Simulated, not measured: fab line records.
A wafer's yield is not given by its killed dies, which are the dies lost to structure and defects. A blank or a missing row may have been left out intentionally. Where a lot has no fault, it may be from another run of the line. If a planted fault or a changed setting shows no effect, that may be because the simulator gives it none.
Which of the tools did it? + flow nandHarc + 6 lots, 18 wafers sampled, at 3 steps of a route of 1159

== WHAT THE GAUGES READ, wafer by wafer ==
NHARC_P_GATE_CD_MEAS_46: the cd target is 720 nm.
| lot  | measured     | on       | cdNm (nm)         |
|------|--------------|----------|-------------------|
| L217 | day 5 18:45  | cdSem-02 | 720.7 713.7 716.8 |
| L219 | day 6 07:54  | cdSem-03 | 721.1 723.8 719.5 |
| L221 | day 6 21:31  | cdSem-02 | 722.4 724.7 724.3 |
| L228 | day 8 12:42  | cdSem-03 | 721.4 720.6 720.9 |
| L233 | day 9 19:52  | cdSem-03 | 722.5 719.6 725.0 |
| L235 | day 10 13:49 | cdSem-03 | 717.4 722.4 717.7 |

== WHAT TOOL EACH LOT RAN ON (gives the tool, then ch and the chambers of the sampled wafers, and finally the start) ==
| lot  | NHARC_P_GATE_ETCH_104           | NHARC_P_GATE_EXPOSE_43           |
|------|---------------------------------|----------------------------------|
| L217 | rieDiel-10 ch 1,3, day 5 04:43  | krfScanner-04 ch 0, day 5 18:36  |
| L219 | rieDiel-11 ch 2,3, day 5 20:13  | krfScanner-02 ch 0, day 6 07:45  |
| L221 | rieDiel-11 ch 0,2, day 6 09:41  | krfScanner-02 ch 0, day 6 21:22  |
| L228 | rieDiel-11 ch 1,3, day 8 00:45  | krfScanner-02 ch 0, day 8 12:32  |
| L233 | rieDiel-10 ch 0,3, day 9 08:06  | krfScanner-04 ch 0, day 9 19:43  |
| L235 | rieDiel-11 ch 0,2, day 10 02:02 | krfScanner-03 ch 0, day 10 13:40 |
- NHARC_P_GATE_ETCH_104: etches the open film in CF4/CHF3, target depth 60 nm.
- NHARC_P_GATE_EXPOSE_43: exposes mask P NSD, target cd 720 nm.

== THE ANSWER, worked out from the rows above alone ==
Rule: the lots themselves supply what counts as usual. Put in order of their means at a reading, lots are off if they are a third of the lots or fewer, leave a main group of 4 or more, and stand apart from it by a gap of 3 or more times the standard deviation of the main group's means; of several such gaps the widest counts. A main group is skipped when, at the precision printed for the reading in the tables above, its means are all equal. A lot without any number at a reading at which 4 lots or more have one is off too. All remaining lots with rows at the step are treated as sound.
None of the lots is off at any reading shown; this tells nothing.

== WHAT THE SIMULATOR HAD PUT IN ==
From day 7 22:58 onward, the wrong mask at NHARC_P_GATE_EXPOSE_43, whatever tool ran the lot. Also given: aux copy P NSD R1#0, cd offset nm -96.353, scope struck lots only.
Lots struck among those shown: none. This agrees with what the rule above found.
